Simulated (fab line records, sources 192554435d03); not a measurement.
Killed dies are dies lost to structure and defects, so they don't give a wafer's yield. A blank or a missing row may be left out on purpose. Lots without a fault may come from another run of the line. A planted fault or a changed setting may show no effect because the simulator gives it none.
Which tool did it? | flow n5_finfet | 12 lots, 36 wafers sampled, at 1 step of a route of 1938

WHAT THE GAUGES READ, wafer by wafer
N5_BEOL_M0_SAQP_OVL_MEAS_41.
lot  | measured     | on         | M0_CUT1_OVL (nm)
L075 | day 5 22:57  | overlay-02 | -0.2 0.0 0.5
L077 | day 6 10:11  | overlay-01 | 1.3 0.4 0.9
L079 | day 6 19:36  | overlay-02 | -0.1 -0.5 -1.1
L081 | day 7 10:48  | overlay-02 | -0.5 -0.7 -0.4
L083 | day 8 00:13  | overlay-01 | -0.1 -0.9 1.1
L085 | day 8 08:20  | overlay-02 | -0.6 -0.5 -1.8
L087 | day 8 23:28  | overlay-01 | 0.1 0.3 -0.5
L089 | day 9 11:52  | overlay-02 | 0.1 -0.2 -0.4
L091 | day 9 22:08  | overlay-02 | 0.8 0.2 -0.1
L093 | day 10 12:21 | overlay-01 | 0.2 -0.5 0.0
L095 | day 10 21:04 | overlay-02 | 1.7 0.8 0.2
L097 | day 11 15:43 | overlay-01 | -0.7 0.0 -0.2

WHICH TOOL RAN EACH LOT (tool, then ch and the chambers of the sampled wafers, then the start)
The record holds no process step before these readings.

THE ANSWER, worked out from the rows above alone
Rule: what is usual is taken from the lots themselves. Put in order of their means at a reading, lots are off if they are a third of the lots or fewer, leave a main group of 4 or more, and stand apart from it by a gap of 3 or more times the standard deviation of the main group's means; of several such gaps the widest counts. A main group whose means are all the same, to the digits that the tables above print for the reading, isn't used. A lot without any number at a reading at which 4 lots or more have one is off too. The other lots that the step has rows for count as sound.
No lot is off at any reading shown: from this, nothing can be told.

WHAT THE SIMULATOR HAD PUT IN
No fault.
